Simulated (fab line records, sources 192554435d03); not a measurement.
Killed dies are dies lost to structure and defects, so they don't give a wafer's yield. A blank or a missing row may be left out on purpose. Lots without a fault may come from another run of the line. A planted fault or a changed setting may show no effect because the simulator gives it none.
Chamber matching | flow n5_finfet | N5_BEOL_M8_ETCH_65 on rie_diel-03: 4 sister chambers
The step etches SiARC in CF4, target depth 15.6 nm, time 26 s. 22 wafers are shown with their chamber, then 11 later ones without.

WAFERS WITH THEIR CHAMBER
wafer  | chamber | showerhead_plenum_p_Torr (Torr) | drypump_motor_current_A (A) | oes_product_au (a.u.)
L082.2 | 0       | 2.12                            | 5.6                         | 0.61
L082.3 | 3       | 2.27                            | 5.7                         | 0.78
L082.6 | 1       | 2.16                            | 5.3                         | 0.69
L083.2 | 0       | 2.12                            | 5.6                         | 0.61
L083.5 | 0       | 2.12                            | 5.6                         | 0.61
L083.6 | 1       | 2.16                            | 5.3                         | 0.69
L081.1 | 0       | 2.12                            | 5.6                         | 0.62
L081.5 | 1       | 2.16                            | 5.3                         | 0.69
L081.6 | 2       | 2.14                            | 5.5                         | 0.66
L084.1 | 3       | 2.27                            | 5.7                         | 0.77
L084.3 | 0       | 2.11                            | 5.6                         | 0.61
L084.4 | 2       | 2.14                            | 5.5                         | 0.65
L085.1 | 0       | 2.11                            | 5.6                         | 0.61
L085.4 | 1       | 2.15                            | 5.3                         | 0.67
L085.6 | 0       | 2.11                            | 5.6                         | 0.61
L086.1 | 1       | 2.15                            | 5.3                         | 0.67
L086.3 | 3       | 2.26                            | 5.7                         | 0.76
L086.5 | 1       | 2.15                            | 5.3                         | 0.67
L087.1 | 3       | 2.26                            | 5.7                         | 0.76
L087.4 | 0       | 2.11                            | 5.6                         | 0.61
L087.5 | 2       | 2.14                            | 5.4                         | 0.65
L092.2 | 1       | 2.15                            | 5.3                         | 0.66

SIGNATURES (means of the wafers above)
reading                  | chamber 0 | chamber 1 | chamber 2 | chamber 3 | scatter within a chamber
showerhead_plenum_p_Torr | 2.1150    | 2.1543    | 2.1400    | 2.2650    | 0.00512
drypump_motor_current_A  | 5.600     | 5.300     | 5.467     | 5.700     | 0.0192
oes_product_au           | 0.6112    | 0.6771    | 0.6533    | 0.7675    | 0.00873
Rule: a wafer's distance from a chamber is the root of the sum, over the readings, of the square of ((its reading less the chamber's mean) divided by the reading's scatter). The wafer belongs to the nearest chamber; if the next one is less than 2 further off, it can't be placed. The scatter: the root of (the sum of the squares of (reading less its chamber's mean) over the shown wafers, divided by (wafers less chambers)).

WAFERS WITHOUT THEIR CHAMBER
wafer  | showerhead_plenum_p_Torr (Torr) | drypump_motor_current_A (A) | oes_product_au (a.u.)
L092.3 | 2.26                            | 5.7                         | 0.75
L092.4 | 2.26                            | 5.7                         | 0.75
L093.1 | 2.26                            | 5.7                         | 0.75
L093.3 | 2.13                            | 5.4                         | 0.65
L093.6 | 2.26                            | 5.7                         | 0.75
L096.1 | 2.26                            | 5.7                         | 0.74
L096.3 | 2.13                            | 5.4                         | 0.64
L096.5 | 2.13                            | 5.5                         | 0.64
L097.1 | 2.15                            | 5.3                         | 0.65
L097.3 | 2.13                            | 5.4                         | 0.63
L097.5 | 2.26                            | 5.7                         | 0.73

WHICH CHAMBER EACH WENT THROUGH
wafer  | from the rows above | in truth
L092.3 | 3                   | 3
L092.4 | 3                   | 3
L093.1 | 3                   | 3
L093.3 | 2                   | 2
L093.6 | 3                   | 3
L096.1 | 3                   | 3
L096.3 | 2                   | 2
L096.5 | 2                   | 2
L097.1 | 1                   | 1
L097.3 | 2                   | 2
L097.5 | 3                   | 3
Placed correctly: 11 of 11. Can't be placed from these rows: 0. Placed wrongly: 0.
